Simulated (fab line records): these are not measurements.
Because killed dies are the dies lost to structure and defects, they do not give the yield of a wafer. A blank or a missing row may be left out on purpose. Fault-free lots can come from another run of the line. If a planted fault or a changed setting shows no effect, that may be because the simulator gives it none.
What tool caused it?	flow nand_harc	Sampling: 6 lots, 18 wafers, 5 of 1159 route steps

WHAT THE GAUGES SHOWED, per wafer
NHARC_END_SORT_01.
lot	measured	on	defect_limited_yield (%)
L637	day 24 12:37	prober-02	96.3 0 94.4

EACH LOT AND THE TOOL THAT RAN IT (in order: tool; ch and the chambers of the sampled wafers; start)
lot	NHARC_A_BONDPAD_CMP_19	NHARC_THIN_TSV_ETCHBACK_48	NHARC_THIN_TSV_PVD_51	NHARC_THIN_TSV_ETCH_59
L628	cmp-03 ch 1,2, day 19 14:32	rie_diel-05 ch 1,2,3, day 20 07:48	pvd_sputter-02, day 20 08:38	rie_metal-02 ch 0,1, day 20 11:50
L632	cmp-01 ch 1,2,3, day 20 17:20	rie_diel-02 ch 0,1, day 21 08:47	pvd_sputter-01, day 21 09:34	rie_metal-01 ch 0,1, day 21 12:40
L637	cmp-03 ch 1,2,3, day 22 23:35	rie_diel-02 ch 1,2, day 23 18:46	pvd_sputter-02, day 23 19:37	rie_metal-02 ch 0,1, day 23 22:55
L633	cmp-03 ch 1,2,3, day 23 08:17	rie_diel-02 ch 0,1,3, day 23 23:19	pvd_sputter-03, day 24 00:05	rie_metal-03 ch 0,1, day 24 03:07
L647	cmp-04 ch 0,3, day 25 05:37	rie_diel-05 ch 1,2,3, day 25 22:36	pvd_sputter-03, day 25 23:25	rie_metal-01 ch 0,1, day 26 02:33
L650	cmp-04 ch 0,2,3, day 25 07:51	rie_diel-05 ch 1,2,3, day 25 21:22	pvd_sputter-03, day 25 22:25	rie_metal-02 ch 0,1, day 26 01:57
- NHARC_A_BONDPAD_CMP_19: polishes, t overpolish 30 s, cu recess touch 16 s, target thk 169.8 nm.
- NHARC_THIN_TSV_ETCHBACK_48: etches the open film in C4F8/Ar, target depth 1028.5 nm, time 405.17 s.
- NHARC_THIN_TSV_PVD_51: deposits Cu, target thk 100 nm.
- NHARC_THIN_TSV_ETCH_59: etches the open film in Cl2/BCl3, target depth 880 nm, time 138.1 s.

THE ANSWER, worked out from the rows above alone
Rule: usual is defined by the lots themselves. Put in order of their means at a reading, lots are off if they are a third of the lots or fewer, leave a main group of 4 or more, and stand apart from it by a gap of 3 or more times the standard deviation of the main group's means; of several such gaps the widest counts. A main group whose means are all the same, to the digits that the tables above print for the reading, isn't used. Also off: a lot with no number at a reading for which 4 or more lots have one. Where the step has rows for the other lots, those lots are counted as sound.
No lot is off at any reading shown: from this, nothing can be told.

WHAT THE SIMULATOR PUT IN
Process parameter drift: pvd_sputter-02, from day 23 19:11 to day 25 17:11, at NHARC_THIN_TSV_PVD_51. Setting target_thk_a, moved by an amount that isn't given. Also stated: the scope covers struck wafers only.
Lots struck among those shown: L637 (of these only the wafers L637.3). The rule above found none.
